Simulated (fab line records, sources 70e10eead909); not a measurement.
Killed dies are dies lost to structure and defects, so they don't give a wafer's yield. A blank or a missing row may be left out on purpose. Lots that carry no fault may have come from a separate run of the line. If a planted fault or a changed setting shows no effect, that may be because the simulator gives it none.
fab line records	flow nandHarc
[record] lots = 12	wafers = 36	lastDay = 33
route steps=1302 shown A_STAIRCASE@850 A_SGD_CUT@896
lots with no fault: from the same line, run without faults
startH: hours from the record's opening day to when the first of the lot's shown wafers began	waitH: hours elapsed since this lot's preceding step	" unchanged from the row above	L1.1+2: a row that stands for several wafers	- either no value or no given start	* or withheld: withheld	< > ~ a bound
route shown NAME@n: a module of which the file shows steps, and the number in the route of the first	usual: mean/standard deviation taken from wafers without a fault	same: alike in all rows	chamber/n: place in a boat	sites: each site's reading	_std_site: standard deviation across them	_edge_site: the outer-site mean with the inner-site mean subtracted	radiusMm: for every site, how far away it sits from the centre of the wafer	mask NAME#n: copy n	behind: the tool/chamber that last shaped the wafer	hold: what put the lot on hold/how long, in hours/how the hold closed	device: the n, p or np transistor that did not switch	end of line: at the end of the route, the tests of the same wafers	for a step that has no rows: nothing shown but its recipe	killed: the dies lost at the first sort to structure and to defects; this is not the yield of the wafer	map: a wafer's dies, marking killed ones x, the rest . and places with no die _
set.NAME: the run value of the setting; set.NAME@STEP: its run value at that earlier step	model.NAME: the simulator's own value behind a step, which no gauge read
one table for each step of the route and one row for each wafer, over a sample of lots
services: the hour from which a tool's chamber was out of use, counted from the record's first day as startH (under 0 if before that day), plus the number of hours and why
[[steps]]
[step NHARC_A_STAIRCASE_DEP_151]
[recipe] targetThkA = 72000	tempC = 400	targetThkNm = 7200	teosFlowSccm = 200	rfW = 500	material = SiO2
[usual] heaterPowerW = 646/130
lot.wafer	tool	chamber	startH	waitH	heaterPowerW
L654.3	pecvd-03	0	420.08	0.4	821
L654.1	"	2	"	"	807
L654.4	"	1	"	"	540
L656.2	pecvd-04	1	426.00	0.4	496
L656.1	"	0	"	"	711
L656.6	"	1	"	"	444
L657.2	pecvd-04	0	432.10	0.7	712
L657.5	"	2	"	"	619
L657.4	"	0	"	"	602
L659.1	pecvd-01	1	464.39	0.4	730
L659.5	"	1	"	"	721
L659.4	"	0	"	"	740
L658.3	pecvd-01	2	469.13	0.4	548
L658.5	"	2	"	"	534
L658.6	"	1	"	"	714
L661.1	pecvd-03	2	480.26	0.5	853
L661.3	"	2	"	"	698
L661.6	"	2	"	"	722
L662.1	pecvd-04	0	512.53	0.8	596
L662.5	"	1	"	"	398
L662.4	"	2	"	"	611
L663.3	pecvd-04	1	519.12	0.6	464
L663.6	"	2	"	"	636
L663.4	"	0	"	"	569
L667.5	pecvd-01	1	554.15	0.7	755
L667.4	"	2	"	"	546
L667.6	"	0	"	"	770
L668.5	pecvd-04	1	563.59	0.7	407
L668.4	"	2	"	"	628
L668.6	"	0	"	"	578
L671.3	pecvd-04	0	573.00	0.6	679
L671.6	"	2	"	"	627
L671.5	"	0	"	"	577
L676.3	pecvd-03	2	624.08	0.5	819
L676.2	"	0	"	"	802
L676.5	"	2	"	"	690
[step NHARC_A_STAIRCASE_ETCHBACK_157]
[recipe] targetDepthA = 900	overEtchFrac = 0.3	timeS = 167.14	ionEnergyEv = 120	ch3fFlowSccm = 50	o2FlowSccm = 30	arFlowSccm = 200	rfW = 500	biasW = 100	chemistry = CH3F/O2
[usual] drypumpMotorCurrentA = 6.1/0.44	oesProductAu = 0.96/0.033	rfVppV = 244.3/1.7	showerheadPlenumPTorr = 2.45/0.11	throttleValvePct = 20.663/0.009
lot.wafer	tool	chamber	startH	waitH	drypumpMotorCurrentA	oesProductAu	rfHoursCounterH	rfVppV	showerheadPlenumPTorr	throttleValvePct
L656.1	rieDiel-13	3	456.68	0.1	6.6	0.95	37	243.6	2.35	20.664
L656.2	"	1	"	"	6.4	0.96	23	242.1	2.28	20.672
L656.6	"	3	"	"	6.6	0.96	-	243.4	2.35	20.661
L654.1	rieDiel-03	0	457.79	0.2	6.0	0.96	57	244.2	2.45	20.672
L654.3	"	1	"	"	5.2	0.96	52	245.8	2.64	20.663
L654.4	"	2	"	"	5.0	0.96	50	243.7	2.40	20.662
L657.4	rieDiel-13	1	465.18	0.2	6.4	0.99	26	242.1	2.28	20.661
L657.2	"	2	"	"	6.0	1.00	45	244.5	2.46	20.670
L657.5	"	3	"	"	6.6	0.98	-	242.0	2.35	20.662
L659.1	rieDiel-13	0	497.53	0.2	6.0	1.00	34	243.9	2.46	20.675
L659.4	"	1	"	"	6.4	0.99	33	242.2	2.28	20.670
L659.5	"	3	"	"	6.6	0.99	-	243.5	2.34	20.666
L658.3	rieDiel-13	2	498.36	0.2	6.0	0.91	53	244.9	2.46	20.644
L658.5	"	0	"	"	6.0	0.92	-	244.0	2.46	20.669
L658.6	"	1	"	"	6.4	0.92	-	242.1	2.28	20.664
L661.3	rieDiel-03	0	510.82	0.2	6.0	1.00	12	245.0	2.45	20.654
L661.1	"	2	"	"	5.0	1.00	6	242.1	2.40	20.662
L661.6	"	1	"	"	5.2	1.00	-	247.4	2.63	20.653
L662.1	rieDiel-03	2	546.45	0.2	5.0	0.93	19	243.0	2.39	20.668
L662.4	"	3	"	"	6.1	0.93	32	243.4	2.42	20.663
L662.5	"	3	"	"	6.1	0.93	-	244.2	2.42	20.683
L663.3	rieDiel-12	0	553.06	0.2	6.2	0.98	32	243.0	2.36	20.662
L663.4	"	1	"	"	6.2	0.99	37	245.8	2.65	20.676
L663.6	"	1	"	"	6.2	0.99	-	246.9	2.65	20.656
L667.4	rieDiel-12	1	583.28	0.2	6.3	1.00	50	247.9	2.64	20.649
L667.5	"	3	"	"	5.9	0.99	-	246.8	2.61	20.654
L667.6	"	0	"	"	6.2	1.00	-	242.5	2.36	20.665
L668.4	rieDiel-13	1	596.24	0.2	6.4	1.00	22	247.6	2.65	20.656
L668.6	"	1	"	"	6.4	0.99	-	248.5	2.65	20.661
L668.5	"	2	"	"	6.0	0.98	-	241.8	2.45	20.663
L671.3	rieDiel-13	2	604.76	0.2	6.0	0.99	27	243.5	2.45	20.667
L671.6	"	3	"	"	6.6	0.99	-	242.4	2.33	20.656
L671.5	"	0	"	"	6.0	0.99	-	243.3	2.45	20.666
L676.3	rieDiel-13	0	655.24	0.2	6.0	0.91	47	244.2	2.44	20.657
L676.2	"	1	"	"	6.4	0.92	38	247.6	2.64	20.647
L676.5	"	0	"	"	6.0	0.92	-	242.4	2.44	20.653
[step NHARC_A_SGD_CUT_SOFTBAKE_04]
[recipe] tempC = 105	timeS = 55
[usual] heaterPowerTotalW = 188.44/0.13	resistLineTempC = 22.99/0.1
lot.wafer	tool	chamber	startH	waitH	heaterPowerTotalW	resistLineTempC
L656.1	lithoTrack-06	0	458	-	188.42	22.93
L656.2	"	0	"	"	188.43	22.93
L656.6	"	0	"	"	188.33	23.00
L654.1	lithoTrack-04	0	459	-	188.53	22.90
L654.3	"	0	"	"	188.30	22.95
L654.4	"	0	"	"	188.41	22.92
L657.2	lithoTrack-01	0	466	-	188.35	23.22
L657.4	"	0	"	"	188.37	23.23
L657.5	"	0	"	"	188.25	23.23
L659.1	lithoTrack-06	0	499	-	188.65	23.01
L659.4	"	0	"	"	188.45	22.93
L659.5	"	0	"	"	188.40	22.96
L658.3	lithoTrack-06	0	499	-	188.37	23.09
L658.5	"	0	"	"	188.34	22.93
L658.6	"	0	"	"	188.30	23.04
L661.1	lithoTrack-06	0	512	-	188.53	22.94
L661.3	"	0	"	"	188.40	23.08
L661.6	"	0	"	"	188.52	23.01
L662.1	lithoTrack-06	0	547	-	188.38	23.00
L662.4	"	0	"	"	188.74	23.00
L662.5	"	0	"	"	188.27	22.96
L663.3	lithoTrack-06	0	554	-	188.51	23.05
L663.4	"	0	"	"	188.34	23.13
L663.6	"	0	"	"	188.43	23.05
L667.4	lithoTrack-01	0	584	-	188.37	23.02
L667.5	"	0	"	"	188.50	23.30
L667.6	"	0	"	"	188.31	23.05
L668.4	lithoTrack-01	0	597	-	185.25	23.08
L668.5	"	0	"	"	185.36	22.97
L668.6	"	0	"	"	185.21	23.04
L671.3	lithoTrack-01	0	606	-	185.35	23.13
L671.5	"	0	"	"	185.65	23.13
L671.6	"	0	"	"	185.24	23.11
L676.2	lithoTrack-06	0	656	-	188.45	22.98
L676.3	"	0	"	"	188.69	23.02
L676.5	"	0	"	"	188.42	23.04
[step NHARC_A_SGD_CUT_ETCH_15]
[recipe] targetDepthA = 750	timeS = 64.3	ch3fFlowSccm = 50	o2FlowSccm = 30	arFlowSccm = 200	rfW = 500	biasW = 100	chemistry = CH3F/O2
[usual] drypumpMotorCurrentA = 5.7/0.56	oesProductAu = 0.962/0.012	rfVppV = 264.4/1.7	showerheadPlenumPTorr = 2.50/0.099	throttleValvePct = 20.663/0.011
lot.wafer	tool	chamber	startH	waitH	drypumpMotorCurrentA	oesProductAu	rfHoursCounterH	rfVppV	showerheadPlenumPTorr	throttleValvePct
L656.1	rieDiel-11	0	-	-	6.1	0.962	2	261.7	2.28	20.633
L656.2	"	1	"	"	5.6	0.965	2	266.5	2.54	20.655
L656.6	"	3	"	"	5.4	0.945	-	265.7	2.50	20.660
L654.1	rieDiel-07	0	-	-	4.6	0.958	8	266.8	2.64	20.663
L654.3	"	1	"	"	6.4	0.962	8	262.0	2.34	20.646
L654.4	"	2	"	"	5.5	0.954	-	264.5	2.53	20.665
L657.2	rieDiel-07	1	-	-	6.4	0.965	8	262.3	2.34	20.665
L657.5	"	1	"	"	6.3	0.963	-	262.8	2.34	20.654
L657.4	"	2	"	"	5.5	0.962	-	265.0	2.53	20.674
L659.1	rieDiel-07	1	-	-	6.3	0.973	2	264.0	2.34	20.660
L659.4	"	3	"	"	6.4	0.955	1	264.0	2.54	20.672
L659.5	"	1	"	"	6.3	0.958	-	260.8	2.34	20.663
L658.3	rieDiel-11	0	-	-	6.1	0.965	5	260.5	2.28	20.682
L658.5	"	1	"	"	5.6	0.959	-	264.7	2.54	20.672
L658.6	"	2	"	"	6.1	0.970	-	264.9	2.60	20.655
L661.1	rieDiel-07	0	-	-	4.6	0.960	2	266.0	2.64	20.664
L661.3	"	1	"	"	6.3	0.945	2	261.6	2.34	20.668
L661.6	"	2	"	"	5.5	0.948	-	264.2	2.53	20.686
L662.4	rieDiel-07	0	-	-	4.6	0.961	4	265.8	2.64	20.660
L662.1	"	3	"	"	6.4	0.952	4	266.3	2.54	20.671
L662.5	"	0	"	"	4.6	0.967	-	266.4	2.64	20.657
L663.4	rieDiel-07	3	-	-	6.4	0.938	4	266.0	2.54	20.667
L663.3	"	2	"	"	5.5	0.947	4	265.6	2.52	20.645
L663.6	"	3	"	"	6.4	0.934	-	264.6	2.54	20.674
L667.4	rieDiel-11	3	-	-	5.4	0.952	12	265.0	2.50	20.649
L667.6	"	1	"	"	5.7	0.970	-	265.0	2.54	20.664
L667.5	"	2	"	"	6.1	0.984	-	266.7	2.59	20.671
L668.4	rieDiel-07	1	-	-	6.3	0.968	7	261.4	2.33	20.660
L668.5	"	0	"	"	4.6	0.973	-	266.9	2.63	20.664
L668.6	"	1	"	"	6.3	0.964	-	262.4	2.33	20.656
L671.3	rieDiel-07	0	-	-	4.6	0.955	7	267.1	2.63	20.656
L671.6	"	2	"	"	5.5	0.943	-	265.8	2.52	20.671
L671.5	"	3	"	"	6.4	0.950	-	263.7	2.54	20.664
L676.2	rieDiel-11	1	-	-	5.6	0.947	5	265.0	2.54	20.676
L676.3	"	0	"	"	6.2	0.976	5	260.4	2.27	20.654
L676.5	"	1	"	"	5.6	0.957	-	264.6	2.54	20.670
[[services]]
tool	chamber	startH	hours	kind
rieDiel-07	0	422.59	7.8	repair
rieDiel-07	1	430.05	8.4	repair
rieDiel-11	-	432.50	9.0	pm
rieDiel-13	1	441.15	3.3	repair
rieDiel-07	3	443.69	27.6	repair
rieDiel-13	1	448.55	5.9	repair
pecvd-04	-	450.45	13.0	pm
rieDiel-03	-	458.33	9.0	pm
rieDiel-11	1	464.81	7.4	repair
rieDiel-07	-	471.20	9.0	pm
pecvd-01	-	492.26	13.0	pm
lithoTrack-01	-	505.00	7.0	pm
pecvd-03	2	505.17	1.9	repair
pecvd-01	-	511.79	2.8	repair
rieDiel-13	-	519.08	9.0	pm
rieDiel-03	1	519.91	10.9	repair
lithoTrack-06	-	529.00	7.0	pm
pecvd-03	-	547.00	13.0	pm
rieDiel-03	3	561.84	2.6	repair
pecvd-01	-	562.76	1.0	repair
rieDiel-11	-	609.50	9.0	pm
rieDiel-07	3	627.36	4.3	repair
pecvd-04	-	631.45	13.0	pm
rieDiel-07	-	648.20	9.0	pm
[[key]]
[firstSign] step = NHARC_A_SGD_CUT_SOFTBAKE_04	reading = heaterPowerTotalW	direction = down	sigmas = 24	usual = *	struck = *
effect none on later readings
metAt NHARC_A_SGD_CUT_SOFTBAKE_04
struckLots L668,L671
testerLeftOut L668,L671
notActingAt NHARC_A_STAIRCASE_DEP_151,NHARC_A_STAIRCASE_ETCHBACK_157,NHARC_A_SGD_CUT_ETCH_15
onsetBetween 584 597
[fault] kind = processParameterDrift	tool = lithoTrack-01	chamber = -	onsetH = 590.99	steps = NHARC_A_SGD_CUT_SOFTBAKE_04	channel = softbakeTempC	offset = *	shape = step	endH = 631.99	actsIn = *	stated = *
// testerLeftOut: of these lots the tester's yield and bins aren't shown, on N5 and GAA mostly nor the transistor test; their killed dies are dies lost to structure and defects alone, not to doping, threshold or leakage, so they don't give the yield
